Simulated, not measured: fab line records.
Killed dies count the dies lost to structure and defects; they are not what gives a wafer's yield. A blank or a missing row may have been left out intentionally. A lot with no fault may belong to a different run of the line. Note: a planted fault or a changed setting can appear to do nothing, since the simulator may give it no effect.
Which tool is to blame?    flow n5-finfet    Sampling: 24 lots, 72 wafers, 6 of 1938 route steps

## WHAT THE GAUGES SHOWED, per wafer
N5_BEOL_M10_INSPECT_58: inspects for defects (darkfield).
lot   measured      on                 raw-defect-count
L074  day 10 21:35  defect-inspect-02  73 81 90
L076  day 10 23:34  defect-inspect-01  42 35 48
L075  day 11 13:05  defect-inspect-02  55 66 96
L077  day 11 13:15  defect-inspect-02  62 57 91
L078  day 11 14:26  defect-inspect-02  67 53 66
L079  day 11 20:24  defect-inspect-01  125 35 92
L080  day 11 21:37  defect-inspect-01  64 61 83
L082  day 12 05:31  defect-inspect-02  89 73 52
L083  day 12 15:43  defect-inspect-02  58 61 100
L081  day 12 15:59  defect-inspect-02  86 78 98
L084  day 13 00:05  defect-inspect-01  62 80 61
L085  day 13 14:04  defect-inspect-01  46 53 52
L087  day 14 00:20  defect-inspect-01  55 123 104
L086  day 14 00:37  defect-inspect-01  84 51 50
L089  day 14 06:47  defect-inspect-01  40 45 75
L088  day 14 07:15  defect-inspect-01  60 56 37
L090  day 14 08:00  defect-inspect-01  58 72 37
L091  day 14 10:54  defect-inspect-01  106 161 116
L092  day 14 17:23  defect-inspect-02  85 55 69
L093  day 15 15:43  defect-inspect-01  69 64 42
L095  day 15 16:53  defect-inspect-01  76 158 118
L096  day 15 23:19  defect-inspect-01  87 45 96
L094  day 16 01:07  defect-inspect-01  89 131 85
L097  day 16 08:15  defect-inspect-02  71 102 66

N5_BEOL_M11_INSPECT_30: inspects for defects (brightfield).
lot   measured      on                 raw-defect-count
L074  day 11 02:54  defect-inspect-02  450 409 466
L076  day 11 05:07  defect-inspect-01  292 287 328
L075  day 11 17:26  defect-inspect-02  414 354 535
L077  day 11 17:31  defect-inspect-02  444 490 397
L078  day 11 17:31  defect-inspect-01  348 306 436
L079  day 12 03:27  defect-inspect-01  415 306 354
L080  day 12 03:37  defect-inspect-01  530 453 464
L082  day 12 12:20  defect-inspect-01  398 507 369
L083  day 12 20:59  defect-inspect-01  239 312 338
L081  day 12 21:12  defect-inspect-01  324 346 352
L084  day 13 03:56  defect-inspect-01  433 469 564
L085  day 13 20:43  defect-inspect-02  331 323 397
L087  day 14 04:25  defect-inspect-01  321 322 404
L086  day 14 04:27  defect-inspect-02  528 424 451
L089  day 14 09:31  defect-inspect-01  399 416 356
L088  day 14 14:15  defect-inspect-01  378 313 324
L090  day 14 14:25  defect-inspect-02  335 477 363
L091  day 14 16:23  defect-inspect-01  438 586 586
L092  day 14 23:28  defect-inspect-02  370 433 345
L093  day 15 22:28  defect-inspect-01  464 498 356
L095  day 15 22:38  defect-inspect-02  423 566 589
L096  day 16 02:38  defect-inspect-01  584 426 490
L094  day 16 05:07  defect-inspect-01  403 399 427
L097  day 16 10:56  defect-inspect-01  592 716 449

## EACH LOT AND THE TOOL THAT RAN IT (in order: tool; ch and the chambers of the sampled wafers; start)
lot   N5_BEOL_M10_DEGAS_44          N5_BEOL_M11_PECVD_70             N5_BEOL_M11_ETCH_62                 N5_BEOL_M11_STRIP_67
L074  pvd-sputter-02, day 10 19:56  pecvd-03 ch 0,1,2, day 10 22:17  rie-diel-06 ch 2,3, day 10 23:44    rie-diel-06 ch 2,3, day 10 23:53
L076  pvd-sputter-03, day 10 21:53  pecvd-04 ch 0,1,2, day 11 00:14  rie-diel-06 ch 1,2, day 11 04:05    rie-diel-06 ch 1,2, day 11 04:14
L075  pvd-sputter-02, day 11 11:21  pecvd-02 ch 0,1, day 11 13:45    rie-diel-06 ch 0,1, day 11 15:58    rie-diel-06 ch 0,1, day 11 16:06
L077  pvd-sputter-02, day 11 11:29  pecvd-03 ch 1,2, day 11 13:55    rie-diel-02 ch 1,3, day 11 16:11    rie-diel-02 ch 1,3, day 11 16:25
L078  pvd-sputter-01, day 11 12:11  pecvd-03 ch 0,1,2, day 11 15:07  rie-diel-02 ch 1,3, day 11 16:34    rie-diel-02 ch 1,3, day 11 16:47
L079  pvd-sputter-02, day 11 18:42  pecvd-04 ch 0,1,2, day 11 21:04  rie-diel-06 ch 1,2,3, day 11 23:47  rie-diel-06 ch 1,2,3, day 11 23:56
L080  pvd-sputter-02, day 11 19:17  pecvd-02 ch 1,2, day 11 22:17    rie-diel-06 ch 2,3, day 12 00:21    rie-diel-06 ch 2,3, day 12 00:29
L082  pvd-sputter-01, day 12 03:45  pecvd-04 ch 0,2, day 12 06:11    rie-diel-06 ch 0,1,2, day 12 09:25  rie-diel-06 ch 0,1,2, day 12 09:33
L083  pvd-sputter-01, day 12 13:40  pecvd-04 ch 0,1, day 12 16:23    rie-diel-06 ch 0,2, day 12 17:13    rie-diel-06 ch 0,2, day 12 17:22
L081  pvd-sputter-03, day 12 13:51  pecvd-03 ch 0,1, day 12 16:45    rie-diel-06 ch 0,1, day 12 17:28    rie-diel-06 ch 0,1, day 12 17:37
L084  pvd-sputter-01, day 12 22:13  pecvd-04 ch 0,1,2, day 13 00:46  rie-diel-02 ch 0,3, day 13 03:08    rie-diel-02 ch 0,3, day 13 03:17
L085  pvd-sputter-03, day 13 12:02  pecvd-03 ch 0,1,2, day 13 14:45  rie-diel-02 ch 0,1, day 13 16:23    rie-diel-02 ch 0,1, day 13 16:32
L087  pvd-sputter-02, day 13 21:52  pecvd-04 ch 0,2, day 14 01:00    rie-diel-02 ch 2,3, day 14 03:05    rie-diel-02 ch 2,3, day 14 03:14
L086  pvd-sputter-03, day 13 22:22  pecvd-04 ch 0,2, day 14 01:16    rie-diel-05 ch 0,2, day 14 03:06    rie-diel-05 ch 0,2, day 14 03:15
L089  pvd-sputter-02, day 14 04:55  pecvd-04 ch 1,2, day 14 07:28    rie-diel-06 ch 0,3, day 14 08:11    rie-diel-06 ch 0,3, day 14 08:20
L088  pvd-sputter-01, day 14 05:26  pecvd-02 ch 0,2, day 14 08:24    rie-diel-05 ch 1,2,3, day 14 10:46  rie-diel-05 ch 1,2,3, day 14 10:55
L090  pvd-sputter-03, day 14 05:40  pecvd-03 ch 0,1,2, day 14 08:50  rie-diel-05 ch 2,3, day 14 11:01    rie-diel-05 ch 2,3, day 14 11:10
L091  pvd-sputter-03, day 14 07:37  pecvd-04 ch 0,1, day 14 11:34    rie-diel-02 ch 0,2, day 14 15:40    rie-diel-02 ch 0,2, day 14 15:49
L092  pvd-sputter-01, day 14 15:30  pecvd-02 ch 0,2, day 14 18:04    rie-diel-06 ch 0,1,2, day 14 19:54  rie-diel-06 ch 0,1,2, day 14 20:03
L093  pvd-sputter-02, day 15 14:04  pecvd-03 ch 0,1, day 15 16:23    rie-diel-02 ch 0,2,3, day 15 21:34  rie-diel-02 ch 0,2,3, day 15 21:43
L095  pvd-sputter-02, day 15 14:08  pecvd-04 ch 0,1,2, day 15 17:33  rie-diel-05 ch 0,1,2, day 15 21:41  rie-diel-05 ch 0,1,2, day 15 21:50
L096  pvd-sputter-01, day 15 21:30  pecvd-02 ch 0,1, day 16 00:08    rie-diel-06 ch 0,2, day 16 01:49    rie-diel-06 ch 0,2, day 16 01:58
L094  pvd-sputter-02, day 15 23:27  pecvd-04 ch 0,1,2, day 16 01:47  rie-diel-05 ch 0,1,3, day 16 03:39  rie-diel-05 ch 0,1,3, day 16 03:48
L097  pvd-sputter-02, day 16 06:17  pecvd-02 ch 0,1,2, day 16 08:55  rie-diel-02 ch 0,1,3, day 16 09:49  rie-diel-02 ch 0,1,3, day 16 09:58
- N5_BEOL_M10_DEGAS_44: time 60 s.
- N5_BEOL_M11_PECVD_70: deposits SiO2 from TEOS/O2, target thk 20 nm, time 22.7 s.
- N5_BEOL_M11_ETCH_62: etches SOC in N2/H2, target depth 110 nm, overetch 22 nm, time 165 s.
- N5_BEOL_M11_STRIP_67: strips in CF4.

## WHAT THE TOOLS THEMSELVES READ (means of the sampled wafers that have a number; where no wafer has one, the mark that the record gives instead)
N5_BEOL_M10_DEGAS_44.
lot   tool            heater-power-w (W)
L074  pvd-sputter-02  313
L076  pvd-sputter-03  384
L075  pvd-sputter-02  312
L077  pvd-sputter-02  310
L078  pvd-sputter-01  286
L079  pvd-sputter-02  329
L080  pvd-sputter-02  329
L082  pvd-sputter-01  289
L083  pvd-sputter-01  288
L081  pvd-sputter-03  350
L084  pvd-sputter-01  287
L085  pvd-sputter-03  356
L087  pvd-sputter-02  302
L086  pvd-sputter-03  349
L089  pvd-sputter-02  319
L088  pvd-sputter-01  310
L090  pvd-sputter-03  360
L091  pvd-sputter-03  333
L092  pvd-sputter-01  289
L093  pvd-sputter-02  297
L095  pvd-sputter-02  311
L096  pvd-sputter-01  290
L094  pvd-sputter-02  320
L097  pvd-sputter-02  316

N5_BEOL_M11_PECVD_70.
lot   tool      heater-power-w (W)  showerhead-plenum-p-Torr (Torr)  throttle-valve-pct (%)
L074  pecvd-03  647                 8.83                             21.1
L076  pecvd-04  674                 8.77                             23.0
L075  pecvd-02  705                 8.76                             23.4
L077  pecvd-03  589                 8.79                             20.9
L078  pecvd-03  630                 8.83                             21.2
L079  pecvd-04  713                 8.77                             23.2
L080  pecvd-02  719                 8.65                             21.8
L082  pecvd-04  621                 8.71                             24.0
L083  pecvd-04  672                 8.85                             23.0
L081  pecvd-03  601                 8.84                             21.0
L084  pecvd-04  689                 8.78                             23.1
L085  pecvd-03  651                 8.84                             21.2
L087  pecvd-04  673                 8.72                             24.4
L086  pecvd-04  653                 8.71                             23.2
L089  pecvd-04  695                 8.86                             22.2
L088  pecvd-02  661                 8.68                             22.3
L090  pecvd-03  638                 8.82                             21.2
L091  pecvd-04  686                 8.78                             24.3
L092  pecvd-02  753                 8.66                             22.5
L093  pecvd-03  658                 8.83                             20.8
L095  pecvd-04  659                 8.78                             23.2
L096  pecvd-02  687                 8.79                             23.3
L094  pecvd-04  696                 8.79                             23.2
L097  pecvd-02  675                 8.73                             22.6

N5_BEOL_M11_ETCH_62.
lot   tool         drypump-motor-current-A (A)  oes-product-au (a.u.)  rf-vpp-V (V)  showerhead-plenum-p-Torr (Torr)  throttle-valve-pct (%)
L074  rie-diel-06  6.2                          0.71                   524           2.55                             17.52
L076  rie-diel-06  5.6                          0.62                   524           2.57                             17.94
L075  rie-diel-06  6.1                          0.68                   523           2.51                             17.92
L077  rie-diel-02  6.1                          0.65                   521           2.42                             17.63
L078  rie-diel-02  6.1                          0.65                   522           2.42                             17.62
L079  rie-diel-06  6.0                          0.65                   522           2.52                             17.78
L080  rie-diel-06  5.9                          0.67                   525           2.60                             17.70
L082  rie-diel-06  5.9                          0.64                   525           2.54                             17.97
L083  rie-diel-06  5.8                          0.65                   526           2.62                             17.87
L081  rie-diel-06  6.0                          0.63                   522           2.45                             18.05
L084  rie-diel-02  5.9                          0.66                   522           2.46                             17.64
L085  rie-diel-02  5.5                          0.59                   522           2.46                             17.73
L087  rie-diel-02  5.9                          0.68                   527           2.61                             17.87
L086  rie-diel-05  5.8                          0.65                   520           2.37                             17.57
L089  rie-diel-06  6.4                          0.72                   524           2.51                             17.54
L088  rie-diel-05  5.8                          0.61                   522           2.45                             18.09
L090  rie-diel-05  6.0                          0.62                   521           2.43                             17.85
L091  rie-diel-02  5.4                          0.64                   526           2.56                             17.83
L092  rie-diel-06  5.9                          0.70                   528           2.64                             17.81
L093  rie-diel-02  5.7                          0.64                   524           2.54                             17.80
L095  rie-diel-05  5.7                          0.71                   522           2.50                             17.66
L096  rie-diel-06  5.8                          0.64                   525           2.61                             17.92
L094  rie-diel-05  5.6                          0.71                   525           2.60                             17.85
L097  rie-diel-02  5.8                          0.69                   524           2.53                             17.61

N5_BEOL_M11_STRIP_67.
lot   tool         bias-power-w (W)  drypump-motor-current-A (A)  oes-product-au (a.u.)  rf-vpp-V (V)  showerhead-plenum-p-Torr (Torr)  throttle-valve-pct (%)
L074  rie-diel-06  75.04             6.2                          0.85                   270.1         1.79                             13.14
L076  rie-diel-06  75.13             5.6                          0.73                   271.6         1.82                             13.66
L075  rie-diel-06  75.06             6.1                          0.81                   270.5         1.77                             13.66
L077  rie-diel-02  75.00             6.1                          0.76                   269.4         1.73                             13.51
L078  rie-diel-02  75.16             6.1                          0.77                   270.2         1.73                             13.51
L079  rie-diel-06  75.15             5.9                          0.77                   270.7         1.78                             13.50
L080  rie-diel-06  75.05             5.9                          0.78                   271.2         1.83                             13.35
L082  rie-diel-06  74.81             5.9                          0.76                   271.4         1.79                             13.68
L083  rie-diel-06  75.02             5.8                          0.76                   271.5         1.85                             13.54
L081  rie-diel-06  75.08             6.0                          0.75                   270.2         1.73                             13.82
L084  rie-diel-02  74.87             5.9                          0.77                   270.8         1.76                             13.54
L085  rie-diel-02  74.76             5.5                          0.70                   270.3         1.77                             13.78
L087  rie-diel-02  75.20             5.9                          0.81                   271.9         1.84                             13.57
L086  rie-diel-05  75.01             5.8                          0.77                   269.2         1.68                             13.33
L089  rie-diel-06  75.09             6.4                          0.85                   271.0         1.76                             13.22
L088  rie-diel-05  75.02             5.8                          0.71                   270.0         1.73                             13.83
L090  rie-diel-05  75.05             6.0                          0.73                   269.5         1.71                             13.59
L091  rie-diel-02  75.13             5.4                          0.75                   271.8         1.83                             13.74
L092  rie-diel-06  75.04             5.9                          0.83                   272.8         1.86                             13.51
L093  rie-diel-02  74.91             5.7                          0.76                   271.8         1.80                             13.63
L095  rie-diel-05  75.07             5.7                          0.84                   270.4         1.76                             13.41
L096  rie-diel-06  74.85             5.8                          0.74                   271.7         1.84                             13.59
L094  rie-diel-05  74.86             5.6                          0.84                   271.9         1.84                             13.63
L097  rie-diel-02  75.09             5.8                          0.81                   271.9         1.81                             13.53

## THE ANSWER, worked out from the rows above alone
Rule: usual is defined by the lots themselves. The widest of any qualifying gaps counts: lots, ordered by their means at a reading, are off when they make up no more than a third of the lots, leave a main group of 4 or more, and stand apart from it by 3 or more times the standard deviation of that group's means. The tables above print the reading to a certain number of digits; a main group whose means all agree to those digits is not used. A lot without any number at a reading at which 4 lots or more have one is off too. Any other lot the step has rows for is counted as sound. First the gauges in route order, then the tools' own readings, where a lot's mean is used as printed above. The first step at which some lot is off is used, and at that step the reading that is off furthest; a lot without a number counts as furthest.
None of the lots is off at any reading shown; this tells nothing.

## WHAT THE SIMULATOR HAD INSERTED
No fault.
